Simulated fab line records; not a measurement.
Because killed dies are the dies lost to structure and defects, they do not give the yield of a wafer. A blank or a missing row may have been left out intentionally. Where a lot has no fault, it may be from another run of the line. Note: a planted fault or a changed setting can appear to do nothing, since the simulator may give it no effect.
Matching of chambers | flow n5 finfet | N5_BEOL_M14_DEP_53 on pecvd-04: 3 sister chambers
The step deposits SiCN from 3MS/NH3, target thk 50 nm, time 17.8 s. 3 wafers are shown with their chamber, then 10 later ones without.

## EACH WAFER AND ITS CHAMBER
wafer  | chamber | throttle valve pct (%)
L083.4 | 0       | 18.7
L092.3 | 1       | 16.1
L092.4 | 2       | 18.6

## WAFERS WITH NO CHAMBER GIVEN
wafer  | throttle valve pct (%)
L092.5 | 18.7
L095.2 | 18.5
L095.5 | 18.6
L095.6 | 18.6
L096.2 | 18.5
L096.3 | 18.7
L096.5 | 18.7
L097.3 | 18.5
L097.5 | 18.5
L097.6 | 18.7

## WHICH CHAMBER EACH WENT THROUGH
wafer  | from the rows above     | in truth
L092.5 | can't be placed: 0 or 2 | 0
L095.2 | can't be placed: 2 or 0 | 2
L095.5 | can't be placed: 2 or 0 | 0
L095.6 | can't be placed: 2 or 0 | 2
L096.2 | can't be placed: 2 or 0 | 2
L096.3 | can't be placed: 0 or 2 | 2
L096.5 | can't be placed: 0 or 2 | 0
L097.3 | can't be placed: 2 or 0 | 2
L097.5 | can't be placed: 2 or 0 | 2
L097.6 | can't be placed: 0 or 2 | 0
Correct placement for 0 of the 10. Not placeable from these rows: 10 (in 10, the candidates include the true chamber). Placed wrongly: 0.
How it was worked out, from the rows above alone: a wafer's distance from a chamber is the root of the sum, over the readings, of the square of ((its reading less the chamber's mean) divided by the reading's scatter). The wafer belongs to the nearest chamber; if the next one is less than 2 further off, it can't be placed. A chamber's mean is the mean of its shown wafers. The scatter (one wafer shown for each chamber): square how far every hidden wafer sits from the nearest shown wafer, average those squares and take the square root.
